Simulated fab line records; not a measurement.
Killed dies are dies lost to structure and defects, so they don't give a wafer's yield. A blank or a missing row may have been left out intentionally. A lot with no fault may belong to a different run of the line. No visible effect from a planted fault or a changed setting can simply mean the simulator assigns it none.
Matching of chambers + flow n5-finfet + N5_BEOL_M11_DEP_56 on pecvd-03 has 3 sister chambers
The step deposits SiCN from 3MS/NH3, target thk 30 nm, time 10.5 s. 3 wafers are shown with their chamber, then 11 later ones without.

## EACH WAFER AND ITS CHAMBER
| wafer  | chamber | showerhead-plenum-p-Torr (Torr) |
|--------|---------|---------------------------------|
| L083.5 | 0       | 4.202                           |
| L084.3 | 1       | 4.175                           |
| L087.1 | 2       | 4.206                           |

## WAFERS WITH NO CHAMBER GIVEN
| wafer  | showerhead-plenum-p-Torr (Torr) |
|--------|---------------------------------|
| L087.5 | 4.173                           |
| L087.6 | 4.204                           |
| L088.1 | 4.190                           |
| L088.3 | 4.172                           |
| L088.4 | 4.188                           |
| L093.3 | 4.194                           |
| L093.4 | 4.171                           |
| L093.6 | 4.203                           |
| L097.3 | 4.206                           |
| L097.5 | 4.203                           |
| L097.6 | 4.199                           |

## WHICH CHAMBER EACH WENT THROUGH
| wafer  | from the rows above          | in truth |
|--------|------------------------------|----------|
| L087.5 | 1                            | 1        |
| L087.6 | can't be placed: 0 or 2      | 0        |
| L088.1 | can't be placed: 0 or 1 or 2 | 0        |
| L088.3 | 1                            | 1        |
| L088.4 | can't be placed: 1 or 0 or 2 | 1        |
| L093.3 | can't be placed: 0 or 2 or 1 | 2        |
| L093.4 | 1                            | 1        |
| L093.6 | can't be placed: 0 or 2      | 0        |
| L097.3 | can't be placed: 2 or 0      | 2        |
| L097.5 | can't be placed: 0 or 2      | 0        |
| L097.6 | can't be placed: 0 or 2      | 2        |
Correct placement for 3 of the 11. Can't be placed from these rows: 8 (the true chamber is among the candidates in 8). Placed wrongly: 0.
How it was worked out, from the rows above alone: a wafer's distance from a chamber is the root of the sum, over the readings, of the square of ((its reading less the chamber's mean) divided by the reading's scatter). The wafer belongs to the nearest chamber; if the next one is less than 2 further off, it can't be placed. Each chamber's mean is taken over the wafers shown for it. The scatter (one wafer shown for each chamber): square how far every hidden wafer sits from the nearest shown wafer, average those squares and take the square root.
